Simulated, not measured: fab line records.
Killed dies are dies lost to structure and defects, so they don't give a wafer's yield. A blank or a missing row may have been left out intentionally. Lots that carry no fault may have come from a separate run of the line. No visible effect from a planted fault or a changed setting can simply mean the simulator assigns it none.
Chamber matching / flow n5-finfet / 4 sister chambers for N5_BEOL_M5_ETCH_67 on rie-diel-02
The step etches SiARC in CF4, target depth 15.6 nm, time 26 s. 4 wafers are shown with their chamber, then 11 later ones without.

## WAFERS PAIRED WITH THEIR CHAMBERS
wafer=L085.2; chamber=0; showerhead-plenum-p-Torr (Torr)=1.99
wafer=L085.4; chamber=3; showerhead-plenum-p-Torr (Torr)=2.20
wafer=L085.5; chamber=2; showerhead-plenum-p-Torr (Torr)=2.07
wafer=L086.2; chamber=1; showerhead-plenum-p-Torr (Torr)=2.11

## WAFERS MISSING THEIR CHAMBER
wafer=L086.3; showerhead-plenum-p-Torr (Torr)=1.99
wafer=L086.6; showerhead-plenum-p-Torr (Torr)=2.20
wafer=L090.1; showerhead-plenum-p-Torr (Torr)=1.99
wafer=L090.3; showerhead-plenum-p-Torr (Torr)=2.11
wafer=L090.5; showerhead-plenum-p-Torr (Torr)=2.11
wafer=L091.2; showerhead-plenum-p-Torr (Torr)=2.07
wafer=L091.5; showerhead-plenum-p-Torr (Torr)=2.11
wafer=L091.6; showerhead-plenum-p-Torr (Torr)=2.06
wafer=L096.4; showerhead-plenum-p-Torr (Torr)=2.10
wafer=L096.5; showerhead-plenum-p-Torr (Torr)=1.98
wafer=L096.6; showerhead-plenum-p-Torr (Torr)=2.06

## THE CHAMBER EACH PASSED THROUGH
wafer=L086.3; from the rows above=0; in truth=0
wafer=L086.6; from the rows above=3; in truth=3
wafer=L090.1; from the rows above=0; in truth=0
wafer=L090.3; from the rows above=1; in truth=1
wafer=L090.5; from the rows above=1; in truth=1
wafer=L091.2; from the rows above=2; in truth=2
wafer=L091.5; from the rows above=1; in truth=1
wafer=L091.6; from the rows above=2; in truth=2
wafer=L096.4; from the rows above=1; in truth=1
wafer=L096.5; from the rows above=0; in truth=0
wafer=L096.6; from the rows above=2; in truth=2
Correctly placed: 11 of 11. Not placeable from these rows: 0. Placed wrongly: 0.
How it was worked out, from the rows above alone: a wafer's distance from a chamber is the root of the sum, over the readings, of the square of ((its reading less the chamber's mean) divided by the reading's scatter). The wafer belongs to the nearest chamber; if the next one is less than 2 further off, it can't be placed. Each chamber's mean is taken over the wafers shown for it. The scatter (one wafer shown for each chamber): square how far every hidden wafer sits from the nearest shown wafer, average those squares and take the square root.
